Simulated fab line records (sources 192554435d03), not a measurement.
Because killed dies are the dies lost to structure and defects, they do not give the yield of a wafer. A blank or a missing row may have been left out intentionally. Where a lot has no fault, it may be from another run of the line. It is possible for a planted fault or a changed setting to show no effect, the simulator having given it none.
Comparing a struck lot with a sound one || flow n5 finfet || 16 steps out of a route of 1938
Sound: these wafers, L938.1, L938.3, L938.4. Struck: wafer L950.2; the same lot's L950.4 was not struck, so it is left out; see the end for the cause.
For every step that has rows: the tool of each side, followed by ch and its chambers, followed by its first start. Under that, the readings that differ: sound wafers || struck wafers || difference of the means || sigmas: that difference in standard deviations of wafers without a fault.
alike: words and numbers the same on both sides, and readings whose means are apart by under 2 such deviations; not compared: readings that were withheld, readings missing a value for some wafer, numbers with overlapping values and no deviation given by the record, and bounds like >300 which may hide the same value.
The two part at a step that has a row with sigmas, a row that says differs or no value, or rows on one side only. Non-overlapping numbers with no deviation appear without sigmas and do not part them. Lack of a reading on every wafer of one side parts them only where that side has two or more wafers.

first, 3 steps without rows for these wafers: N5_MOL_CONTACT_COAG_ETCH_106 (etches SOC in N2/H2, target depth 80 nm, overetch 16 nm, time 120 s); N5_MOL_CONTACT_COAG_STRIP_107 (strips in N2/H2); N5_MOL_CONTACT_COAG_STRIP_108 (strips in N2/H2).
N5_MOL_CONTACT_COAG_CONTACT_ETCH_14: etches SiO2 in C4F6/O2, target depth 27.5 nm, overetch 8.5 nm, time 20 s.
  sound on rie diel-01 ch 0,1,2, day 4 19:24; struck on rie diel-01 ch 2, day 7 16:56
{"reading": "bias w (W)", "sound": "183.4 184.4 184.6", "struck": 186.1, "difference": "+2.0", "sigmas": "+3"}
  alike: chamber pressure mTorr, drypump motor current A, oes product au, rf vpp V, showerhead plenum p Torr, throttle valve pct
  not compared: rf hours counter h
then, 1 step without rows for these wafers: N5_MOL_CONTACT_COAG_STRIP_109 (strips in C4F6/O2).
N5_MOL_CONTACT_COAG_ETCH_15: etches SiNx in CH3F/O2, stops on Si:P, target depth 7 nm.
  sound on rie diel-01 ch 0,1,2, day 4 19:26; struck on rie diel-01 ch 2, day 7 16:58
  alike: bias w, chamber pressure mTorr, drypump motor current A, oes product au, rf vpp V, showerhead plenum p Torr, throttle valve pct
  not compared: rf hours counter h
N5_MOL_CONTACT_COAG_ETCH_110: etches Si in CF4/O2, target depth 2.5 nm, time 8 s.
  sound on rie diel-01 ch 0,1,2, day 4 19:29; struck on rie diel-01 ch 2, day 7 17:01
  alike: bias w, chamber pressure mTorr, drypump motor current A, oes product au, rf vpp V, showerhead plenum p Torr, throttle valve pct
  not compared: rf hours counter h
N5_MOL_CONTACT_COAG_STRIP_98: strips in N2/H2.
  sound on rie diel-01 ch 0,1,2, day 4 19:32; struck on rie diel-01 ch 2, day 7 17:04
{"reading": "power w (W)", "sound": "497.5 499.5 500.5", "struck": 502.9, "difference": "+3.7", "sigmas": "+2"}
  alike: chamber pressure mTorr, drypump motor current A, oes product au, rf vpp V, showerhead plenum p Torr, throttle valve pct
  not compared: rf hours counter h
N5_MOL_CONTACT_COAG_CD_MEAS_99: target cd 17.2 nm.
  sound on cd sem-01 at day 4 19:37; struck on cd sem-01 at day 7 17:08
  alike: cd nm
then, 2 steps without rows for these wafers: N5_MOL_CONTACT_COAG_IMPLANT_129; N5_MOL_CONTACT_COAG_PRECLEAN_111 (cleans in NF3:NH3, afs cycles 1, time 20 s, sublimation time 60 s).
N5_MOL_CONTACT_COAG_TI_SIL_19: material Ti, target thk 4.2 nm, time 15 s.
  sound on pvd sputter-01 at day 4 21:05; struck on pvd sputter-03 at day 7 17:40
  alike: throttle valve pct
N5_MOL_CONTACT_COAG_ALD_20: deposits TiN, target thk 1.5 nm, pulse time 1 s, purge time 3 s.
  sound on ald metal-02 ch 1,2,3, day 4 21:12; struck on ald metal-02 ch 3, day 7 17:51
{"reading": "ald cycles", "sound": "68 68 68", "struck": 66, "difference": -2, "sigmas": ""}
  alike: heater power w, precursor pulse height rel
then, 1 step without rows for these wafers: N5_MOL_CONTACT_COAG_SIL_ANNEAL_21 (time 60 s).
-- record jumps: 4 days separate the struck wafers' starts on either side; left off in module MOL_CONTACT_COAG, taken up again in module BEOL_M4, whose first shown step is the route's number 1111 --
N5_BEOL_M4_RC_MEAS_101:
  sound on prober-02 ch 0, day 8 14:50; struck on prober-01 ch 0, day 11 17:19
{"reading": "ION_N (uA/um)", "sound": "665 664 676", "struck": 697, "difference": "+29", "sigmas": "+2"}
  alike: DIBL_N, DIBL_P, IOFF_N, IOFF_P, ION_P, SS_N, SS_P, VT_N, VT_P
-- here the record skips 5 days between the struck wafers' starts before and after, leaving off in module BEOL_M4 and picking up in module PASSIVATION (first step shown: number 1936 of the route) --
N5_PASSIVATION_PROBE_49:
  sound on prober-01 at day 13 08:47; struck on prober-02 at day 16 12:23
  alike: defect limited yield, killed_at_M0_to_M3, killed_at_M4_up, killed at contacts, killed at front end, killed at other, killed dies, killed open, killed short, sort_bin_4_leakage, sort_bin_5_function, sort_bin_6_memory, sort n pass, sort yield pct

## WHERE THEY PART
Earliest at N5_MOL_CONTACT_COAG_CONTACT_ETCH_14; latest, in this record, at N5_BEOL_M4_RC_MEAS_101. Later steps at which nothing parts them and some readings are alike: N5_PASSIVATION_PROBE_49.

WHY: whatever the simulator had introduced
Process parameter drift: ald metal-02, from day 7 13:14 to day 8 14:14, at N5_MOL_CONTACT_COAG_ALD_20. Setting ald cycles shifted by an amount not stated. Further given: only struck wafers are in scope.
